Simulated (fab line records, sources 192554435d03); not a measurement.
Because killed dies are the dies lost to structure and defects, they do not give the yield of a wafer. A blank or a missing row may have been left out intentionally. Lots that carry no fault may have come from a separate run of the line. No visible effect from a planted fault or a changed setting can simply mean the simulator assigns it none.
Struck lot and sound lot, side by side + flow n5_finfet + 39 steps out of a route of 1938
Sound: wafers L259.1, L259.3, L259.6. The struck wafers were L261.2, L261.4, L261.6. The cause comes at the end.
At each step with rows: each side's tool, then ch and its chambers, then its first start. Under that, the readings that differ: sound wafers + struck wafers + difference of the means + sigmas: that difference in standard deviations of wafers without a fault.
alike: words and numbers the same on both sides, and readings whose means are apart by under 2 such deviations; not compared: readings that were withheld, readings missing a value for some wafer, numbers with overlapping values and no deviation given by the record, and bounds like >300 which may hide the same value.
A row with sigmas, a row that says differs or no value, or rows on one side alone: a step with any of these is where the two part. When numbers do not overlap yet have no deviation, they are printed without sigmas and do not part them. Lack of a reading on every wafer of one side parts them only where that side has two or more wafers.

first, 9 steps without rows for these wafers: N5_FIN_SAQP_PRECLEAN_42 (cleans in O3/DIW, time 60 s); N5_FIN_SAQP_PRECLEAN_00 (cleans in SC1, time 60 s); N5_FIN_SAQP_PRECLEAN_44 (cleans in SC2, time 45 s); N5_FIN_SAQP_SRD_01 (time 30 s); N5_FIN_SAQP_ALD_61 (deposits SiO2, target thk 4 nm, pulse time 1 s, purge time 2 s); N5_FIN_SAQP_DENSIFY_62 (time 60 s); N5_FIN_SAQP_HM_DEP_03 (deposits SiNx from SiH4/NH3/N2, target thk 38 nm, time 33.6 s); N5_FIN_SAQP_PECVD_47 (deposits a-Si from SiH4/He, target thk 45 nm, time 36.3 s); N5_FIN_SAQP_PECVD_48 (deposits SiNx from SiH4/NH3/N2, target thk 25 nm, time 22.1 s).
N5_FIN_SAQP_PECVD_06: deposits a-Si from SiH4/He, target thk 60 nm, time 48.1 s.
  sound on pecvd-04 ch 0,2, day 3 03:13; struck on pecvd-02 ch 0,1,2, day 3 15:24
  no value came back on the struck wafers for any of 5 readings (chamber_pressure_Torr (Torr), heater_power_outer_w (W) and others); on the sound wafers chamber_pressure_Torr (Torr) reads 3.002 2.997 2.998
N5_FIN_SAQP_THK_MEAS_07:
  sound on film_metro-02, day 3 03:19; struck on film_metro-01, day 3 15:29
| reading     | sound          | struck         | difference | sigmas |
|-------------|----------------|----------------|------------|--------|
| thk_nm (nm) | 59.8 59.9 61.6 | 25.2 25.2 25.0 | -35.3      | -42    |
then, 15 steps without rows for these wafers: N5_FIN_SAQP_HM_DEP_72 (deposits SiO2 from SiH4/N2O, target thk 12 nm, time 7.2 s); N5_FIN_SAQP_COAT_49 (time 60 s, resist thk 100 nm); N5_FIN_SAQP_COAT_50 (time 60 s, resist thk 35 nm); N5_FIN_SAQP_COAT_10 (resist thk 90 nm); N5_FIN_SAQP_EBR_12; N5_FIN_SAQP_SOFTBAKE_11 (time 60 s); N5_FIN_SAQP_EXPOSE_13 (exposes mask FIN CORE, target cd 35.6 nm); N5_FIN_SAQP_PEB_14 (peb time 60 s); N5_FIN_SAQP_DEVELOP_15 (develop time 30 s); N5_FIN_SAQP_DESCUM_21 (chemistry O2, time 7.9 s); N5_FIN_SAQP_ETCH_51 (etches SiARC in CF4, target depth 45.5 nm, time 75.8 s); N5_FIN_SAQP_ETCH_52 (etches SOC in N2/H2, target depth 100 nm, overetch 20 nm, time 150 s); N5_FIN_SAQP_STRIP_53 (strips in N2/H2); N5_FIN_SAQP_HM_OPEN_73 (chemistry CHF3/O2, target SiO2, stops on a-Si, target depth 12 nm, time 16.8 s); N5_FIN_SAQP_STRIP_74 (strips in CHF3/O2).
N5_FIN_SAQP_MANDREL_ETCH_22: etches a-Si in HBr/Cl2, stops on SiNx, target depth 60 nm, bt time 10 s, time 30 s.
  sound on rie_si-05 ch 0,2,3, day 3 04:03; struck on rie_si-03 ch 0,1,2, day 3 16:21
| reading                  | sound             | struck            | difference | sigmas |
|--------------------------|-------------------|-------------------|------------|--------|
| oes_product_au (a.u.)    | 0.759 0.764 0.780 | 0.298 0.308 0.314 | -0.461     | -33    |
| throttle_valve_pct (%)   | 35.13 35.31 34.98 | 36.13 36.28 36.64 | +1.21      | +6     |
| model.etch.depth_nm (nm) | 59.78 59.94 61.56 | 0 0 0             | -60        |        |
  alike: drypump_motor_current_A, he_backside_leak_sccm
  not compared: rf_hours_counter_h
then, 6 steps without rows for these wafers: N5_FIN_SAQP_STRIP_55 (strips in N2/H2); N5_FIN_SAQP_STRIP_23 (strips in SPM, time 750 s); N5_FIN_SAQP_SRD_66 (time 30 s); N5_FIN_SAQP_RECESS_75 (chemistry HF/NH3, target SiO2, target depth 14.4 nm, afs cycles 3, sublimation time 60 s); N5_FIN_SAQP_SPACER1_ALD_24 (deposits SiO2, target thk 20.3 nm, pulse time 1 s, purge time 2 s); N5_FIN_SAQP_SPACER1_ETCHBACK_25 (etches SiO2 in CHF3/O2, target depth 24.4 nm, time 12.2 s).
N5_FIN_SAQP_MANDREL1_REMOVE_56: chemistry HBr/Cl2/O2, target a-Si, stops on SiNx, bt time 10 s.
  sound on rie_si-01 ch 1,2,3, day 3 05:53; struck on rie_si-01 ch 0,1, day 3 18:00
| reading                      | sound          | struck      | difference | sigmas |
|------------------------------|----------------|-------------|------------|--------|
| he_backside_leak_sccm (sccm) | 3.1 3.4 4.5    | 3.6 2.7 2.6 | -0.7       | -2     |
| model.FIN_SAQP.cd_nm (nm)    | 20.2 20.2 20.2 | 36 36.2 36  | +16        |        |
  alike: drypump_motor_current_A, oes_product_au, throttle_valve_pct
  not compared: rf_hours_counter_h
N5_FIN_SAQP_CD_MEAS_27: the cd target is 20 nm.
  sound on cd_sem-01 ch 0, day 3 06:00; struck on cd_sem-01 ch 0, day 3 18:07
| reading    | sound             | struck | difference                    | sigmas |
|------------|-------------------|--------|-------------------------------|--------|
| cd_nm (nm) | 20.28 20.41 20.02 | - - -  | no value on the struck wafers |        |
then, 1 step without rows for these wafers: N5_FIN_SAQP_ETCH_57 (etches SiNx in CH3F/O2, target depth 32.5 nm, time 46.4 s).
N5_FIN_SAQP_MANDREL2_REMOVE_60: chemistry HBr/Cl2/O2, target a-Si, stops on SiNx, bt time 10 s.
  sound on rie_si-01 ch 0,1,3, day 3 07:33; struck on rie_si-05 ch 1,2, day 3 19:32
| reading                   | sound   | struck         | difference | sigmas |
|---------------------------|---------|----------------|------------|--------|
| model.FIN_SAQP.cd_nm (nm) | 8 8.2 8 | 35.8 35.8 35.8 | +27.7      |        |
  alike: drypump_motor_current_A, he_backside_leak_sccm, oes_product_au, throttle_valve_pct
  not compared: rf_hours_counter_h
N5_BEOL_M4_RC_MEAS_101:
  the record has rows for the sound wafers here (prober-02 ch 0, day 9 02:18) and none for the struck ones
-- the record jumps here: 11 days lie between the struck wafers' starts before and after (it left off in module BEOL_M4 and takes up again in module PASSIVATION, whose first step shown is number 1936 of the route) --
N5_PASSIVATION_PROBE_49:
  sound on prober-01, day 14 05:56; struck on prober-01, day 15 00:33
| reading                  | sound          | struck         | difference | sigmas |
|--------------------------|----------------|----------------|------------|--------|
| defect_limited_yield (%) | 91.3 91.6 91.0 | 0 0 0          | -91        | -70    |
| killed_at_M4_up          | 15 13 15       | 2 2 1          | -13        | -2     |
| killed_at_front_end      | 52 45 38       | 1167 1167 1161 | +1120      | +93    |
| killed_dies              | 103 99 106     | 1180 1180 1180 | +1077      | +72    |
| killed_on_rim            | 6 17 19        | 152 152 152    | +138       | +33    |
| killed_open              | 70 61 72       | 13 13 17       | -53        | -5     |
| killed_short             | 30 36 34       | 4 5 7          | -28        | -4     |
| sort_bin_5_function (%)  | 5.4 4.4 5.6    | 73.0 72.4 71.8 | +67.3      | +83    |
| sort_n_pass              | 1077 1081 1074 | 0 0 0          | -1077      | -72    |
| sort_yield_pct (%)       | 91.3 91.6 91.0 | 0 0 0          | -91        | -70    |
  alike: killed_at_M0_to_M3, killed_at_contacts, killed_at_other, sort_bin_6_memory

== WHERE THEY PART ==
Earliest at N5_FIN_SAQP_PECVD_06; latest, in this record, at N5_PASSIVATION_PROBE_49.

WHY: the cause the simulator had injected
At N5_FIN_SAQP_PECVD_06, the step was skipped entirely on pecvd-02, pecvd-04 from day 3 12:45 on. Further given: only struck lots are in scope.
